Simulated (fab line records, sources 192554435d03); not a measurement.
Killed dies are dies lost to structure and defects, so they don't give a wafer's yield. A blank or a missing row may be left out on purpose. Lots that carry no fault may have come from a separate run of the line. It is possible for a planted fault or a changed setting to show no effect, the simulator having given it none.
A lot that was struck, set against a sound lot	flow n5 finfet	35 steps out of a route of 1938
Sound: the wafers L399.2, L399.3, L399.4. Wafers L390.1, L390.3, L390.4 were the ones struck. The cause is named last.
Each step with rows lists, per side, the tool, then ch with its chambers, then its first start. Under that, the readings that differ: sound wafers	struck wafers	difference of the means	sigmas: that difference in standard deviations of wafers without a fault.
alike: words and numbers the same on both sides, and readings whose means are apart by under 2 such deviations; not compared: readings that were withheld, readings missing a value for some wafer, numbers with overlapping values and no deviation given by the record, and bounds like >300 which may hide the same value.
The two part at a step that has a row with sigmas, a row that says differs or no value, or rows on one side only. Non-overlapping numbers with no deviation appear without sigmas and do not part them. Lack of a reading on every wafer of one side parts them only where that side has two or more wafers.

first, 8 steps without rows for these wafers: N5_BEOL_M7_SPUTTER_48 (material Cu, target thk 10 nm, time 1.667 s); N5_BEOL_M7_ECD_50 (material Cu, target thk 300 nm); N5_BEOL_M7_ANNEAL_51 (time 90 s); N5_BEOL_M7_CMP_52 (polishes, stops on SiCOH lowk, t overpolish 6.9 s, target thk 80 nm); N5_BEOL_M7_PRE_CLEAN_55 (time 15 s); N5_BEOL_M7_DEP_56 (deposits SiCN from 3MS/NH3, target thk 10 nm, time 17.5 s); N5_BEOL_M8_ILD_DEP_00 (deposits SiCOH lowk from DEMS/porogen, target thk 179.75 nm, time 33.4 s); N5_BEOL_M8_CURE_74 (cures SiCOH lowk, time 240 s).
N5_BEOL_M8_PECVD_70: deposits SiO2 from TEOS/O2, target thk 20 nm, time 22.7 s.
  sound on pecvd-02 ch 1,2, day 15 23:22; struck on pecvd-04 ch 1,2, day 14 09:00
reading	sound	struck	difference	sigmas
susceptor temp C (C)	399.74 400.04 399.99	407.76 407.42 407.63	+7.68	+35
model.SiO2_of_BEOL_M8_PECVD_70.thk nm (nm)	20.2 19.8 20.2	18.6 18.8 19.2	-1.2	
  alike: chamber pressure Torr, heater power w, showerhead plenum p Torr, throttle valve pct
  not compared: since wet clean h
then, 25 steps without rows for these wafers: N5_BEOL_M8_HM_DEP_02 (deposits TiN, target thk 20 nm); N5_BEOL_M8_COAT_59 (time 60 s, resist thk 100 nm); N5_BEOL_M8_COAT_60 (time 60 s, resist thk 35 nm); N5_BEOL_M8_COAT_05 (resist thk 90 nm); N5_BEOL_M8_EBR_07; N5_BEOL_M8_SOFTBAKE_06 (time 60 s); N5_BEOL_M8_EXPOSE_08 (exposes mask M8); N5_BEOL_M8_PEB_09 (peb time 60 s); N5_BEOL_M8_DEVELOP_10 (develop time 30 s); N5_BEOL_M8_DESCUM_16 (chemistry O2, time 7.9 s); N5_BEOL_M8_ETCH_61 (etches SiARC in CF4, target depth 45.5 nm, time 75.8 s); N5_BEOL_M8_ETCH_62 (etches SOC in N2/H2, target depth 110 nm, overetch 22 nm, time 165 s); N5_BEOL_M8_STRIP_68 (strips in N2/H2); N5_BEOL_M8_STRIP_67 (strips in CF4); N5_BEOL_M8_HM_OPEN_17 (chemistry Cl2/BCl3, target TiN, target depth 20 nm, overetch 6 nm); N5_BEOL_M8_STRIP_19 (strips in O2); N5_BEOL_M8_COAT_63 (time 60 s, resist thk 60 nm); N5_BEOL_M8_COAT_64 (time 60 s, resist thk 12 nm); N5_BEOL_M8_COAT_71 (time 60 s, resist thk 5 nm); N5_BEOL_M8_COAT_22 (resist thk 30 nm); N5_BEOL_M8_EBR_24; N5_BEOL_M8_SOFTBAKE_23 (time 60 s); N5_BEOL_M8_EXPOSE_25 (exposes mask V7, target cd 40 nm); N5_BEOL_M8_PEB_26 (peb time 60 s); N5_BEOL_M8_DEVELOP_27 (develop time 30 s).
N5_BEOL_M8_HM_STRIP_39: strips TiN in peroxide tin strip, target depth 25 nm, time 158 s.
  sound on wet bench-03 ch 0,3,6, day 16 05:22; struck on wet bench-04 ch 3,4,6, day 14 14:07
reading	sound	struck	difference	sigmas
model.SiO2_of_BEOL_M8_PECVD_70.thk nm (nm)	20 19.6 20	18.4 18.6 19.2	-1.1	

== WHERE THEY PART ==
At N5_BEOL_M8_PECVD_70 and nowhere else, as far as this record goes.

WHY: the cause the simulator had injected
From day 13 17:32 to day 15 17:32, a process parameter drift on pecvd-04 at N5_BEOL_M8_PECVD_70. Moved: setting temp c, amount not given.
